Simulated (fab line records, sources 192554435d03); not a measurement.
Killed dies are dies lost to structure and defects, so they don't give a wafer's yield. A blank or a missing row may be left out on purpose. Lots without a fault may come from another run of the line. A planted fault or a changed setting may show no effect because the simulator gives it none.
A struck lot beside a sound one | flow n5_finfet | 37 steps out of a route of 1938
Sound: wafers L605.2, L605.4, L605.5. Struck: wafer L603.6. (L603.3, L603.5 of the same lot were not struck and are left out.) The cause comes at the end.
At each step with rows: each side's tool, then ch and its chambers, then its first start. Under that, the readings that differ: sound wafers | struck wafers | difference of the means | sigmas: that difference in standard deviations of wafers without a fault.
alike: readings whose means differ by less than 2 such deviations, and words and numbers that are the same on both sides. not compared: withheld readings, readings that some wafer has no value for, bounds like >300 that may hide the same value, and numbers for which the record gives no deviation and whose values overlap.
The two part at a step that has a row with sigmas, a row that says differs or no value, or rows on one side only. Numbers that don't overlap but have no deviation are shown without sigmas and don't part them. A reading that every wafer of one side lacks parts them only if that side has two wafers or more.

first, 9 steps without rows for these wafers: N5_PMOS_HMC_CHANNEL_EPI_SRD_25 (time 30 s); N5_PMOS_HMC_CHANNEL_EPI_EPI_26 (deposits Si from SiH4/H2, target thk 3.8 nm, time 22.7 s); N5_FIN_SAQP_PRECLEAN_42 (cleans in O3/DIW, time 60 s); N5_FIN_SAQP_PRECLEAN_00 (cleans in SC1, time 60 s); N5_FIN_SAQP_PRECLEAN_44 (cleans in SC2, time 45 s); N5_FIN_SAQP_SRD_01 (time 30 s); N5_FIN_SAQP_ALD_61 (deposits SiO2, target thk 4 nm, pulse time 1 s, purge time 2 s); N5_FIN_SAQP_DENSIFY_62 (time 60 s); N5_FIN_SAQP_HM_DEP_03 (deposits SiNx from SiH4/NH3/N2, target thk 38 nm, time 33.6 s).
N5_FIN_SAQP_PECVD_47: deposits a-Si from SiH4/He, target thk 45 nm, time 36.3 s.
  sound on pecvd-03 ch 0,2, day 6 23:17; struck on pecvd-01 ch 0, day 6 09:13
  alike: heater_power_w, rf_fwd_power_W, showerhead_plenum_p_Torr, throttle_valve_pct
then, 25 steps without rows for these wafers: N5_FIN_SAQP_PECVD_48 (deposits SiNx from SiH4/NH3/N2, target thk 25 nm, time 22.1 s); N5_FIN_SAQP_PECVD_06 (deposits a-Si from SiH4/He, target thk 60 nm, time 48.1 s); N5_FIN_SAQP_HM_DEP_72 (deposits SiO2 from SiH4/N2O, target thk 12 nm, time 7.2 s); N5_FIN_SAQP_COAT_49 (time 60 s, resist thk 100 nm); N5_FIN_SAQP_COAT_50 (time 60 s, resist thk 35 nm); N5_FIN_SAQP_COAT_10 (resist thk 90 nm); N5_FIN_SAQP_EBR_12; N5_FIN_SAQP_SOFTBAKE_11 (time 60 s); N5_FIN_SAQP_EXPOSE_13 (exposes mask FIN CORE, target cd 35.6 nm); N5_FIN_SAQP_PEB_14 (peb time 60 s); N5_FIN_SAQP_DEVELOP_15 (develop time 30 s); N5_FIN_SAQP_DESCUM_21 (chemistry O2, time 7.9 s); N5_FIN_SAQP_ETCH_51 (etches SiARC in CF4, target depth 45.5 nm, time 75.8 s); N5_FIN_SAQP_ETCH_52 (etches SOC in N2/H2, target depth 100 nm, overetch 20 nm, time 150 s); N5_FIN_SAQP_STRIP_53 (strips in N2/H2); N5_FIN_SAQP_HM_OPEN_73 (chemistry CHF3/O2, target SiO2, stops on a-Si, target depth 12 nm, time 16.8 s); N5_FIN_SAQP_STRIP_74 (strips in CHF3/O2); N5_FIN_SAQP_MANDREL_ETCH_22 (etches a-Si in HBr/Cl2, stops on SiNx, target depth 60 nm, bt time 10 s, time 30 s); N5_FIN_SAQP_STRIP_55 (strips in N2/H2); N5_FIN_SAQP_STRIP_23 (strips in SPM, time 750 s); N5_FIN_SAQP_SRD_66 (time 30 s); N5_FIN_SAQP_RECESS_75 (chemistry HF/NH3, target SiO2, target depth 14.4 nm, afs cycles 3, sublimation time 60 s); N5_FIN_SAQP_SPACER1_ALD_24 (deposits SiO2, target thk 20.3 nm, pulse time 1 s, purge time 2 s); N5_FIN_SAQP_SPACER1_ETCHBACK_25 (etches SiO2 in CHF3/O2, target depth 24.4 nm, time 12.2 s); N5_FIN_SAQP_MANDREL1_REMOVE_56 (chemistry HBr/Cl2/O2, target a-Si, stops on SiNx, bt time 10 s).
N5_FIN_SAQP_MANDREL_ETCH_58: etches a-Si in HBr/Cl2, stops on SiNx, target depth 45 nm, bt time 10 s, time 27 s.
  sound on rie_si-01 ch 0,1, day 7 02:31; struck on rie_si-01 ch 1, day 6 12:01
  reading               | sound             | struck | difference | sigmas
  oes_product_au (a.u.) | 0.703 0.711 0.718 | 0.661  | -0.050     | -4
  alike: drypump_motor_current_A, rf_fwd_power_W, throttle_valve_pct
  not compared: rf_hours_counter_h
-- the record jumps here: 6 days lie between the struck wafers' starts before and after (it left off in module FIN_SAQP and takes up again in module BEOL_M4, whose first step shown is number 1111 of the route) --
N5_BEOL_M4_RC_MEAS_101:
  sound on prober-02 ch 0, day 13 21:31; struck on prober-01 ch 0, day 12 12:43
  alike: DIBL_N, DIBL_P, IOFF_N, IOFF_P, ION_N, ION_P, SS_N, SS_P, VT_N, VT_P

WHERE THEY PART
Only at N5_FIN_SAQP_MANDREL_ETCH_58, within this record. Later steps at which nothing parts them and some readings are alike: N5_BEOL_M4_RC_MEAS_101.

WHY: what the simulator had put in
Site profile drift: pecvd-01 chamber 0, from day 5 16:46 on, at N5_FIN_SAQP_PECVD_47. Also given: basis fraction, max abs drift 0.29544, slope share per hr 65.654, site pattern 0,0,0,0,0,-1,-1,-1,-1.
